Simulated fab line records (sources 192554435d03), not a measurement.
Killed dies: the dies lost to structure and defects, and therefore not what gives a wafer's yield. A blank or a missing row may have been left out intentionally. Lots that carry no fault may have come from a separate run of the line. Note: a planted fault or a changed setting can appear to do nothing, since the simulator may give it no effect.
Chamber matching :: flow n5_finfet :: 4 sister chambers for N5_GATE_CUT_SAC_CAP_01 on ald_sin-04
The step material SiNx, target thk 24 nm, pulse time 1 s, ald cycles 480. 22 wafers are shown with their chamber, then 11 later ones without.

## WAFERS PAIRED WITH THEIR CHAMBERS
wafer: L077.1
chamber: 2
heater_power_w (W): 999
precursor_pulse_height_rel: 1.001

wafer: L077.2
chamber: 0
heater_power_w (W): 795
precursor_pulse_height_rel: 0.980

wafer: L077.3
chamber: 1
heater_power_w (W): 819
precursor_pulse_height_rel: 0.973

wafer: L077.4
chamber: 3
heater_power_w (W): 770
precursor_pulse_height_rel: 0.967

wafer: L077.5
chamber: 0
heater_power_w (W): 784
precursor_pulse_height_rel: 0.974

wafer: L077.6
chamber: 3
heater_power_w (W): 770
precursor_pulse_height_rel: 1.012

wafer: L081.2
chamber: 2
heater_power_w (W): 1008
precursor_pulse_height_rel: 1.019

wafer: L081.5
chamber: 1
heater_power_w (W): 836
precursor_pulse_height_rel: 0.983

wafer: L081.6
chamber: 0
heater_power_w (W): 798
precursor_pulse_height_rel: 0.974

wafer: L082.1
chamber: 0
heater_power_w (W): 784
precursor_pulse_height_rel: 0.983

wafer: L082.2
chamber: 2
heater_power_w (W): 1007
precursor_pulse_height_rel: 0.946

wafer: L082.3
chamber: 1
heater_power_w (W): 849
precursor_pulse_height_rel: 1.015

wafer: L084.1
chamber: 3
heater_power_w (W): 778
precursor_pulse_height_rel: 0.969

wafer: L084.2
chamber: 0
heater_power_w (W): 775
precursor_pulse_height_rel: 0.994

wafer: L084.3
chamber: 2
heater_power_w (W): 1017
precursor_pulse_height_rel: 1.020

wafer: L084.4
chamber: 1
heater_power_w (W): 830
precursor_pulse_height_rel: 1.032

wafer: L084.5
chamber: 3
heater_power_w (W): 774
precursor_pulse_height_rel: 0.989

wafer: L084.6
chamber: 0
heater_power_w (W): 800
precursor_pulse_height_rel: 1.035

wafer: L086.2
chamber: 1
heater_power_w (W): 820
precursor_pulse_height_rel: 1.001

wafer: L086.3
chamber: 2
heater_power_w (W): 1025
precursor_pulse_height_rel: 1.026

wafer: L086.5
chamber: 2
heater_power_w (W): 1023
precursor_pulse_height_rel: 0.987

wafer: L089.1
chamber: 0
heater_power_w (W): 795
precursor_pulse_height_rel: 1.007

SIGNATURES (means of the wafers above)
reading: heater_power_w
chamber 0: 790.14
chamber 1: 830.80
chamber 2: 1013.17
chamber 3: 773.00
scatter within a chamber: 9.68

reading: precursor_pulse_height_rel
chamber 0: 0.99243
chamber 1: 1.00080
chamber 2: 0.99983
chamber 3: 0.98425
scatter within a chamber: 0.0248
Rule: for a wafer and a chamber, the distance is found by dividing, reading by reading, the gap between the wafer's reading and the chamber's mean by the reading's scatter, squaring, summing and taking the root. The wafer belongs to the nearest chamber; if the next one is less than 2 further off, it can't be placed. The scatter is the square root of a quotient: the sum, over the shown wafers, of each reading's squared deviation from its chamber's mean, divided by wafers minus chambers.

## WAFERS WITH NO CHAMBER GIVEN
wafer: L089.5
heater_power_w (W): 802
precursor_pulse_height_rel: 1.042

wafer: L089.6
heater_power_w (W): 776
precursor_pulse_height_rel: 1.012

wafer: L090.2
heater_power_w (W): 812
precursor_pulse_height_rel: 1.035

wafer: L090.5
heater_power_w (W): 830
precursor_pulse_height_rel: 0.990

wafer: L090.6
heater_power_w (W): 793
precursor_pulse_height_rel: 1.012

wafer: L093.2
heater_power_w (W): 1006
precursor_pulse_height_rel: 0.980

wafer: L093.4
heater_power_w (W): 835
precursor_pulse_height_rel: 1.002

wafer: L093.5
heater_power_w (W): 831
precursor_pulse_height_rel: 0.999

wafer: L095.2
heater_power_w (W): 803
precursor_pulse_height_rel: 1.011

wafer: L095.3
heater_power_w (W): 1013
precursor_pulse_height_rel: 0.998

wafer: L095.5
heater_power_w (W): 1004
precursor_pulse_height_rel: 0.978

## EACH ONE'S CHAMBER
wafer: L089.5
from the rows above: can't be placed: 0 or 1 or 3
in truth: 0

wafer: L089.6
from the rows above: can't be placed: 3 or 0
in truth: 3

wafer: L090.2
from the rows above: can't be placed: 1 or 0
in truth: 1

wafer: L090.5
from the rows above: 1
in truth: 1

wafer: L090.6
from the rows above: can't be placed: 0 or 3
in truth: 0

wafer: L093.2
from the rows above: 2
in truth: 2

wafer: L093.4
from the rows above: 1
in truth: 1

wafer: L093.5
from the rows above: 1
in truth: 1

wafer: L095.2
from the rows above: can't be placed: 0 or 1 or 3
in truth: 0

wafer: L095.3
from the rows above: 2
in truth: 2

wafer: L095.5
from the rows above: 2
in truth: 2
6 of 11 placed correctly. These rows do not allow placing 5 (true chamber among the candidates in 5). Wrongly placed: 0.
